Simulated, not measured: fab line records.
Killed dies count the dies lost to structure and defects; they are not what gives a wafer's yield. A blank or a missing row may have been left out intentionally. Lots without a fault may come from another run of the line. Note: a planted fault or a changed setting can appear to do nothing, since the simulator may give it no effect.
fab line records ; flow n5_finfet
record lots=6; wafers=18; last_day=18
route steps=1938 shown HKMG_FIN@415 PASSIVATION@1936
lots with no fault: from the same line, run without faults
start_h: the number of hours between the record's first day and the start of the first shown wafer of the lot ; wait_h: time in hours since the lot's previous step ; " repeats the value in the row above ; L1.1+2: a single row standing in for several wafers ; - no value, or no start given ; * or withheld: withheld ; < > ~ a bound
route shown NAME@n: names a module that has steps shown in the file, with the first one's number in the route ; usual: mean/standard deviation of fault-free wafers ; same: alike in all rows ; chamber/n: place in a boat ; sites: the reading at each site ; _std_site: how widely they spread, as a standard deviation ; _edge_site: mean of outer sites minus mean of inner sites ; radius_mm: how far each site lies from the wafer's centre ; mask NAME#n: copy n ; behind: tool/chamber where the wafer was last shaped ; hold: reason for holding the lot/hours on hold/outcome of the hold ; device: names the non-switching transistor (n, p or np) ; end of line: tests of these same wafers at the route's end ; a step with no rows: only its recipe ; killed: dies that structure and defects cost at the first sort, which is not the same as the wafer's yield ; map: per-die view of a wafer (x killed, . not killed, _ where there is no die)
set.NAME: the setting that was run; set.NAME@STEP: the one run at that earlier step ; model.NAME: the simulator's own value behind a step, which no gauge read
lots seen at some steps along the route; tables by step, rows by wafer
services: when a tool's chamber went out of use (start_h, in hours from the record's first day, below 0 if earlier), for how many hours, and the reason
## steps
# step N5_HKMG_FIN_PRECLEAN_64
# recipe chemistry=dHF; time_s=30; temp_c=25; dilution=withheld
# step N5_HKMG_FIN_WET_ETCH_65
# recipe chemistry=TMAH; temp_c=70; conc_wt_pct=5; target=a-Si; stop_on=TiN; time_s=49; target_depth_nm=3
# step N5_HKMG_FIN_WET_ETCH_81
# recipe chemistry=SC1; target=TiN; stop_on=HfO2; mix=1:1:5; temp_c=60; time_s=57; target_depth_nm=6
# step N5_HKMG_FIN_WET_ETCH_82
# recipe chemistry=dHCl; mix=1:10000; temp_c=25; target=La2O3; stop_on=HfO2; target_depth_nm=2; dry=ipa_marangoni; rinse_time_s=30; rinse_temp_c=23
# step N5_HKMG_FIN_ALD_36
# recipe material=TiN; target_thk_a=10; temp_c=400; ald_precursor_family=TiCl4; ald_co_reactant=NH3; pulse_time_s=1; purge_time_s=3; co_reactant_purge_time_s=2; co_reactant_pulse_time_s=2; ald_cycles=47; pressure_torr=3
# usual heater_power_w=878/74; precursor_pulse_height_rel=0.997/0.017
lot.wafer;tool;chamber;start_h;wait_h;heater_power_w;precursor_pulse_height_rel
L538.3;ald_metal-04;0;85.64;0.0;909;0.977
L538.5;ald_metal-04;0;85.64;0.0;948;0.981
L538.6;ald_metal-04;1;85.64;0.0;956;0.981
L542.1;ald_metal-01;3;109.45;0.0;827;0.976
L542.3;ald_metal-01;0;109.45;0.0;763;0.977
L542.6;ald_metal-01;1;109.45;0.0;881;0.981
L543.1;ald_metal-03;0;121.23;0.0;820;0.989
L543.3;ald_metal-03;1;121.23;0.0;925;1.007
L543.4;ald_metal-03;2;121.23;0.0;819;0.990
L550.2;ald_metal-01;3;156.97;0.0;849;1.019
L550.5;ald_metal-01;3;156.97;0.0;849;0.996
L550.6;ald_metal-01;0;156.97;0.0;808;1.005
L551.1;ald_metal-04;0;163.79;0.0;915;1.014
L551.2;ald_metal-04;3;163.79;0.0;828;1.001
L551.3;ald_metal-04;2;163.79;0.0;976;1.006
L558.1;ald_metal-04;2;214.95;0.0;971;1.001
L558.2;ald_metal-04;0;214.95;0.0;906;1.009
L558.3;ald_metal-04;3;214.95;0.0;826;1.008
# step N5_HKMG_FIN_THK_MEAS_70
# recipe thk_meas_gauge=xrf; reads=HfO2_of_HKMG_FIN_HK_ALD_01
# usual HK_THK=1.604/0.021
lot.wafer;tool;chamber;start_h;wait_h;HK_THK[nm]
L538.3;film_metro-01;-;85.92;0.2;1.612
L538.5;film_metro-01;-;85.92;0.2;1.600
L538.6;film_metro-01;-;85.92;0.2;1.618
L542.1;film_metro-02;-;109.73;0.2;1.574
L542.3;film_metro-02;-;109.73;0.2;1.610
L542.6;film_metro-02;-;109.73;0.2;1.577
L543.1;film_metro-02;-;121.51;0.2;1.610
L543.3;film_metro-02;-;121.51;0.2;1.617
L543.4;film_metro-02;-;121.51;0.2;1.597
L550.2;film_metro-02;-;157.26;0.2;1.600
L550.5;film_metro-02;-;157.26;0.2;1.622
L550.6;film_metro-02;-;157.26;0.2;1.633
L551.1;film_metro-01;-;164.07;0.2;1.618
L551.2;film_metro-01;-;164.07;0.2;1.585
L551.3;film_metro-01;-;164.07;0.2;1.611
L558.1;film_metro-01;-;215.24;0.2;1.611
L558.2;film_metro-01;-;215.24;0.2;1.609
L558.3;film_metro-01;-;215.24;0.2;1.603
# step N5_HKMG_FIN_PWFM_ALD_03
# recipe material=TiN; target_thk_a=20; temp_c=400; ald_precursor_family=TiCl4; ald_co_reactant=NH3; pulse_time_s=1; purge_time_s=3; co_reactant_purge_time_s=2; co_reactant_pulse_time_s=2; ald_cycles=91; pressure_torr=3
# usual heater_power_w=890/84; precursor_pulse_height_rel=1.000/0.02
lot.wafer;tool;chamber;start_h;wait_h;heater_power_w;precursor_pulse_height_rel
L538.3;ald_metal-01;2;85.96;0.0;795;1.004
L538.5;ald_metal-01;3;85.96;0.0;863;1.047
L538.6;ald_metal-01;0;85.96;0.0;772;0.999
L542.1;ald_metal-04;2;109.76;0.0;997;0.999
L542.3;ald_metal-04;0;109.76;0.0;929;0.990
L542.6;ald_metal-04;0;109.76;0.0;927;1.000
L543.1;ald_metal-04;3;121.55;0.0;816;0.978
L543.3;ald_metal-04;2;121.55;0.0;970;0.986
L543.4;ald_metal-04;1;121.55;0.0;927;0.990
L550.2;ald_metal-03;1;157.29;0.0;924;0.983
L550.5;ald_metal-03;2;157.29;0.0;832;0.974
L550.6;ald_metal-03;3;157.29;0.0;1039;0.978
L551.1;ald_metal-03;1;164.11;0.0;917;1.006
L551.2;ald_metal-03;0;164.11;0.0;790;1.004
L551.3;ald_metal-03;3;164.11;0.0;1029;1.004
L558.1;ald_metal-01;3;215.27;0.0;848;1.028
L558.2;ald_metal-01;1;215.27;0.0;881;0.972
L558.3;ald_metal-01;0;215.27;0.0;788;1.016
# step N5_HKMG_FIN_COAT_29
# recipe resist=SOC; temp_c=250; time_s=60; spin_rpm=1500; resist_thk_nm=300
# step N5_HKMG_FIN_COAT_30
# recipe resist=SiARC; temp_c=220; time_s=60; spin_rpm=1500; resist_thk_nm=35
# step N5_HKMG_FIN_COAT_06
# recipe resist=CAR-ArF; spin_rpm=1500; resist_thk_nm=90
# step N5_HKMG_FIN_EBR_08
# recipe solvent=PGMEA; ebr_width_mm=1.5
# step N5_HKMG_FIN_SOFTBAKE_07
# recipe temp_c=110; time_s=60; resist=CAR-ArF
# step N5_HKMG_FIN_EXPOSE_09
# recipe mask_id=NWFM; na=1.35; source_shape=conventional; sigma_outer=0.8; polarization=unpolarized; dose_mj=39.25
# usual exposure_dose_mJ_cm2=39.63/0.29
lot.wafer;tool;chamber;start_h;wait_h;mask;exposure_dose_mJ_cm2
L538.3;arfi_scanner-02;0;86.56;-;NWFM#0;39.13
L538.5;arfi_scanner-02;0;86.56;-;NWFM#0;39.14
L538.6;arfi_scanner-02;0;86.56;-;NWFM#0;39.21
L542.1;arfi_scanner-02;0;110.35;-;NWFM#0;47.18
L542.3;arfi_scanner-02;0;110.35;-;NWFM#0;47.16
L542.6;arfi_scanner-02;0;110.35;-;NWFM#0;47.15
L543.1;arfi_scanner-02;0;122.13;-;NWFM#0;45.52
L543.3;arfi_scanner-02;0;122.13;-;NWFM#0;45.53
L543.4;arfi_scanner-02;0;122.13;-;NWFM#0;45.53
L550.2;arfi_scanner-01;0;157.89;-;NWFM#0;39.87
L550.5;arfi_scanner-01;0;157.89;-;NWFM#0;39.86
L550.6;arfi_scanner-01;0;157.89;-;NWFM#0;39.82
L551.1;arfi_scanner-01;0;164.70;-;NWFM#0;39.86
L551.2;arfi_scanner-01;0;164.70;-;NWFM#0;39.91
L551.3;arfi_scanner-01;0;164.70;-;NWFM#0;39.77
L558.1;arfi_scanner-01;0;215.86;-;NWFM#0;39.82
L558.2;arfi_scanner-01;0;215.86;-;NWFM#0;39.76
L558.3;arfi_scanner-01;0;215.86;-;NWFM#0;39.83
# step N5_HKMG_FIN_PEB_10
# recipe peb_temp_c=withheld; peb_time_s=60; resist=CAR-ArF
# step N5_HKMG_FIN_DEVELOP_11
# recipe develop_time_s=30; developer=TMAH; resist=CAR-ArF; dev_temp_c=23; rinse_liquid=diw; dry=air_spin
# step N5_HKMG_FIN_CD_MEAS_12
# recipe target_cd_nm=92.8; landing_energy_ev=500; detector=se_inlens
# usual cd_nm=93.0/0.7
lot.wafer;tool;chamber;start_h;wait_h;cd_nm
L538.3;cd_sem-03;0;86.67;-;92.8
L538.5;cd_sem-03;0;86.67;-;92.2
L538.6;cd_sem-03;0;86.67;-;93.3
L542.1;cd_sem-01;0;110.47;-;104.8
L542.3;cd_sem-01;0;110.47;-;104.0
L542.6;cd_sem-01;0;110.47;-;104.2
L543.1;cd_sem-03;0;122.26;-;102.5
L543.3;cd_sem-03;0;122.26;-;102.4
L543.4;cd_sem-03;0;122.26;-;102.8
L550.2;cd_sem-02;0;158.01;-;92.6
L550.5;cd_sem-02;0;158.01;-;92.7
L550.6;cd_sem-02;0;158.01;-;94.0
L551.1;cd_sem-02;0;164.82;-;93.0
L551.2;cd_sem-02;0;164.82;-;94.4
L551.3;cd_sem-02;0;164.82;-;92.9
L558.1;cd_sem-03;0;215.98;-;93.0
L558.2;cd_sem-03;0;215.98;-;92.9
L558.3;cd_sem-03;0;215.98;-;93.1
# step N5_HKMG_FIN_OVL_MEAS_13
# recipe points_per_wafer=44
# usual NWFM_OVL=0.3/0.63
lot.wafer;tool;chamber;start_h;wait_h;NWFM_OVL[nm]
L538.3;overlay-02;0;86.70;0.0;-0.8
L538.5;overlay-02;0;86.70;0.0;-1.4
L538.6;overlay-02;0;86.70;0.0;-0.6
L542.1;overlay-02;0;110.51;0.0;0.3
L542.3;overlay-02;0;110.51;0.0;-0.4
L542.6;overlay-02;0;110.51;0.0;-0.8
L543.1;overlay-02;0;122.29;0.0;0.7
L543.3;overlay-02;0;122.29;0.0;1.4
L543.4;overlay-02;0;122.29;0.0;1.5
L550.2;overlay-01;0;158.03;0.0;0.6
L550.5;overlay-01;0;158.03;0.0;0.0
L550.6;overlay-01;0;158.03;0.0;0.7
L551.1;overlay-01;0;164.85;0.0;-0.1
L551.2;overlay-01;0;164.85;0.0;-0.5
L551.3;overlay-01;0;164.85;0.0;0.6
L558.1;overlay-01;0;216.01;0.0;0.3
L558.2;overlay-01;0;216.01;0.0;1.0
L558.3;overlay-01;0;216.01;0.0;0.0
# step N5_PASSIVATION_PROBE_49
# usual killed_at_M0_to_M3=31/11; killed_at_M4_up=14/5.1; killed_at_contacts=12/5.6; killed_at_front_end=42/12; killed_at_other=3.8/2.9; killed_dies=103/18; killed_open=67/14; killed_short=33/8
# same gross_dies=1180; killed_at_back_side=0
lot.wafer;tool;chamber;start_h;wait_h;killed_at_M0_to_M3;killed_at_M4_up;killed_at_contacts;killed_at_front_end;killed_at_other;killed_dies;killed_open;killed_short
L543.1;prober-01;-;339.42;0.0;16;10;8;78;6;118;55;39
L543.3;prober-01;-;339.52;0.1;18;6;7;52;5;88;54;25
L543.4;prober-01;-;339.57;0.2;17;12;16;91;3;139;60;44
# killed by level:class
L543.1 HKMG_FIN:area_expose=19 FIN_SAQP:geometric_particle:short=11 GATE_CUT:geometric_particle:short=9 GATE_CUT:geometric_particle:open=8 FIN_SAQP:geometric_particle:open=7 MOL_CONTACT_COAG:geometric_particle:open=7 BEOL_M4:geometric_particle:open=7 STI_FIN_REVEAL:geometric_particle:open=5
L543.3 FIN_SAQP:geometric_particle:open=10 HKMG_FIN:area_expose=9 STI_FIN_REVEAL:geometric_particle:open=8 FIN_SAQP:geometric_particle:short=7 GATE_CUT:geometric_particle:open=5 MOL_CONTACT_COAG:geometric_particle:open=5 BEOL_M3:geometric_particle:open=5 STI_FIN_REVEAL:geometric_particle:short=4
L543.4 HKMG_FIN:area_expose=33 FIN_SAQP:geometric_particle:short=20 MOL_CONTACT_COAG:geometric_particle:open=13 FIN_SAQP:geometric_particle:open=8 GATE_CUT:geometric_particle:short=6 STI_FIN_REVEAL:geometric_particle:open=5 GATE_CUT:geometric_particle:open=5 DUMMY_GATE:geometric_particle:open=4
## services
tool;chamber;start_h;hours;kind
ald_metal-03;-;68.74;1.7;repair
arfi_scanner-01;-;71.94;0.8;pm
ald_metal-04;-;76.84;6.0;pm
arfi_scanner-02;-;80.51;1.3;pm
arfi_scanner-01;-;85.29;1.3;pm
ald_metal-01;-;99.18;1.3;repair
arfi_scanner-01;-;111.27;1.5;pm
ald_metal-03;-;122.27;14.6;pm
arfi_scanner-02;-;127.80;1.0;pm
arfi_scanner-02;-;135.63;0.7;repair
arfi_scanner-02;-;139.19;4.9;pm
arfi_scanner-01;-;144.70;1.6;repair
ald_metal-01;2;146.20;3.4;repair
arfi_scanner-01;-;147.73;8.5;repair
arfi_scanner-02;-;160.44;11.6;repair
arfi_scanner-01;-;172.78;1.0;pm
arfi_scanner-02;-;174.32;1.2;repair
arfi_scanner-02;0;188.30;-;calibration
ald_metal-04;-;198.45;2.6;repair
arfi_scanner-02;-;206.01;1.3;pm
arfi_scanner-01;-;210.79;1.3;pm
## key
first_sign step=N5_HKMG_FIN_EXPOSE_09; reading=exposure_dose_mJ_cm2; direction=up; sigmas=23; usual=39.63; struck=46.35
effect step=N5_HKMG_FIN_CD_MEAS_12; reading=cd_nm; direction=up; sigmas=15; usual=93.0; struck=103.5; through=control_loop
effect step=N5_PASSIVATION_PROBE_49; reading=killed_at_front_end; direction=up; sigmas=2.5; usual=42; struck=74; wafers_moved=2
met_at N5_HKMG_FIN_EXPOSE_09
struck_wafers L542.1,L542.3,L542.6,L543.1,L543.3,L543.4
rows_end L542.1,L542.3,L542.6
tester_left_out L543
loop_trim step=N5_HKMG_FIN_EXPOSE_09; setting=dose; lots=L543
onset_between 86.56 110.35
fault kind=process_parameter_drift; tool=arfi_scanner-02; chamber=-; onset_h=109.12; steps=N5_HKMG_FIN_EXPOSE_09; channel=dose_mj; offset=7.889; shape=step; acts_in=these_recipes_only; stated=39.25
# tester_left_out: of these lots the tester's yield and bins aren't shown, on N5 and GAA mostly nor the transistor test; their killed dies are dies lost to structure and defects alone, not to doping, threshold or leakage, so they don't give the yield
# rows_end: these wafers met a further fault down the route, and their rows from its step on are left out
# loop_trim: a control loop set the setting to another value than it would have without faults
